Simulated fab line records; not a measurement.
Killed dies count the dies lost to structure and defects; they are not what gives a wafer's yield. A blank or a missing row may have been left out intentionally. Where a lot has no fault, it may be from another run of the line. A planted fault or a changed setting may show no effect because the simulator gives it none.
Matching of chambers / flow n5-finfet / 4 sister chambers for N5_SDB_HM_OPEN_20 on rie-diel-03
The step chemistry CH3F/O2, target SiNx, stops on poly-Si, target depth 24 nm. 4 wafers are shown with their chamber, then 6 later ones without.

WAFERS WITH THEIR CHAMBER
wafer=L763.3; chamber=3; drypump-motor-current-A (A)=5.9
wafer=L765.5; chamber=2; drypump-motor-current-A (A)=5.0
wafer=L766.5; chamber=0; drypump-motor-current-A (A)=5.2
wafer=L766.6; chamber=1; drypump-motor-current-A (A)=5.4

WAFERS MISSING THEIR CHAMBER
wafer=L768.2; drypump-motor-current-A (A)=5.0
wafer=L768.3; drypump-motor-current-A (A)=5.2
wafer=L768.5; drypump-motor-current-A (A)=5.5
wafer=L778.1; drypump-motor-current-A (A)=5.2
wafer=L778.2; drypump-motor-current-A (A)=5.5
wafer=L778.3; drypump-motor-current-A (A)=6.0

CHAMBER TAKEN BY EACH
wafer=L768.2; from the rows above=2; in truth=2
wafer=L768.3; from the rows above=0; in truth=0
wafer=L768.5; from the rows above=1; in truth=1
wafer=L778.1; from the rows above=0; in truth=0
wafer=L778.2; from the rows above=1; in truth=1
wafer=L778.3; from the rows above=3; in truth=3
Placed correctly: 6 of 6. Number that these rows cannot place: 0. 0 placed wrongly.
How it was worked out, from the rows above alone: a wafer's distance from a chamber is the root of the sum, over the readings, of the square of ((its reading less the chamber's mean) divided by the reading's scatter). If the next closest chamber is less than 2 further off than the closest, the wafer can't be placed; otherwise it belongs to the closest. The mean given for a chamber averages the wafers shown for that chamber. The scatter (one wafer shown for each chamber): square how far every hidden wafer sits from the nearest shown wafer, average those squares and take the square root.
